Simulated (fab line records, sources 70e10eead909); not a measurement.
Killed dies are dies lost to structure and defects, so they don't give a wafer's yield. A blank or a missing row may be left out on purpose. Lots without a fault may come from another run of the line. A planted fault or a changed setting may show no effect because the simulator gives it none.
A struck lot beside a sound one | flow nand_harc | 15 steps out of a route of 1302
Sound: wafers L872.2, L872.4, L872.6. Struck: wafers L891.3, L891.6. (L891.4 of the same lot was not struck and is left out.) The cause comes at the end.
At each step with rows: each side's tool, then ch and its chambers, then its first start. Under that, the readings that differ: sound wafers | struck wafers | difference of the means | sigmas: that difference in standard deviations of wafers without a fault.
alike: readings whose means differ by less than 2 such deviations, and words and numbers that are the same on both sides. not compared: withheld readings, readings that some wafer has no value for, bounds like >300 that may hide the same value, and numbers for which the record gives no deviation and whose values overlap.
The two part at a step that has a row with sigmas, a row that says differs or no value, or rows on one side only. Numbers that don't overlap but have no deviation are shown without sigmas and don't part them. A reading that every wafer of one side lacks parts them only if that side has two wafers or more.

first, 7 steps without rows for these wafers: NHARC_A_CONTACT_COAT_62 (time 65 s); NHARC_A_CONTACT_COAT_63 (resist thk 90 nm); NHARC_A_CONTACT_SOFTBAKE_64 (time 55 s); NHARC_A_CONTACT_EBR_65; NHARC_A_CONTACT_EXPOSE_66 (exposes mask A CC 2); NHARC_A_CONTACT_PEB_67 (peb time 65 s); NHARC_A_CONTACT_DEVELOP_68 (develop time 35 s).
NHARC_A_CONTACT_CD_MEAS_69: target cd 300 nm.
  sound on cd_sem-02 ch 0, day 22 12:53; struck on cd_sem-01 ch 0, day 30 22:30
  alike: cd_nm
NHARC_A_CONTACT_OVL_MEAS_70:
  sound on overlay-02, day 22 12:58; struck on overlay-01, day 30 22:35
  alike: overlay_x_nm, overlay_y_nm
NHARC_A_CONTACT_INSPECT_71:
  sound on defect_inspect-01, day 22 13:00; struck on defect_inspect-02, day 30 22:37
  alike: raw_defect_count
NHARC_A_CONTACT_DESCUM_74: chemistry O2, time 3 s.
  sound on rie_diel-10 ch 0,1, day 22 13:04; struck on rie_diel-11 ch 0,1, day 30 22:41
  alike: drypump_motor_current_A, mfc_ar_sccm, oes_product_au, rf_vpp_V, showerhead_plenum_p_Torr, throttle_valve_pct
  not compared: rf_hours_counter_h
NHARC_A_CONTACT_ETCH_75: etches the open film in CF4, target depth 39 nm, time 65 s.
  sound on rie_diel-10 ch 0,2,3, day 22 13:09; struck on rie_diel-11 ch 1, day 30 22:47
  alike: bias_w, cf4_flow_sccm, drypump_motor_current_A, mfc_ar_sccm, oes_product_au, rf_vpp_V, showerhead_plenum_p_Torr, throttle_valve_pct
  not compared: rf_hours_counter_h
NHARC_A_CONTACT_ETCH_76: etches the open film in N2/H2, target depth 260 nm, time 475.3 s.
  sound on rie_diel-10 ch 0,2,3, day 22 13:19; struck on rie_diel-11 ch 0, day 30 22:53
  reading               | sound             | struck      | difference | sigmas
  oes_product_au (a.u.) | 0.994 0.993 0.997 | 0.808 0.809 | -0.186     | -14
  alike: bias_w, drypump_motor_current_A, mfc_ar_sccm, n2_flow_sccm, rf_vpp_V, showerhead_plenum_p_Torr, throttle_valve_pct
  not compared: rf_hours_counter_h
NHARC_A_CONTACT_ETCH_77: etches the open film in CF4/CHF3, target depth 108.9 nm, time 54.5 s.
  sound on rie_diel-10 ch 0,1,2; struck on rie_diel-11 ch 0,2
  alike: bias_w, cf4_flow_sccm, chf3_flow_sccm, drypump_motor_current_A, mfc_ar_sccm, oes_product_au, rf_vpp_V, showerhead_plenum_p_Torr, throttle_valve_pct
  not compared: rf_hours_counter_h
-- the record jumps here: 3 days lie between the struck wafers' starts before and after (it left off in module A_CONTACT and takes up again in module END, whose first step shown is number 1302 of the route) --
NHARC_END_SORT_01:
  the record has rows for the struck wafers here (prober-01 ch 0, day 33 12:19) and none for the sound ones

WHERE THEY PART
First at NHARC_A_CONTACT_ETCH_76; last, within this record, at NHARC_END_SORT_01.

WHY: what the simulator had put in
Process parameter drift: rie_diel-11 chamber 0, from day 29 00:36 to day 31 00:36, at NHARC_A_CONTACT_ETCH_76. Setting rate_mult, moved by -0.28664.
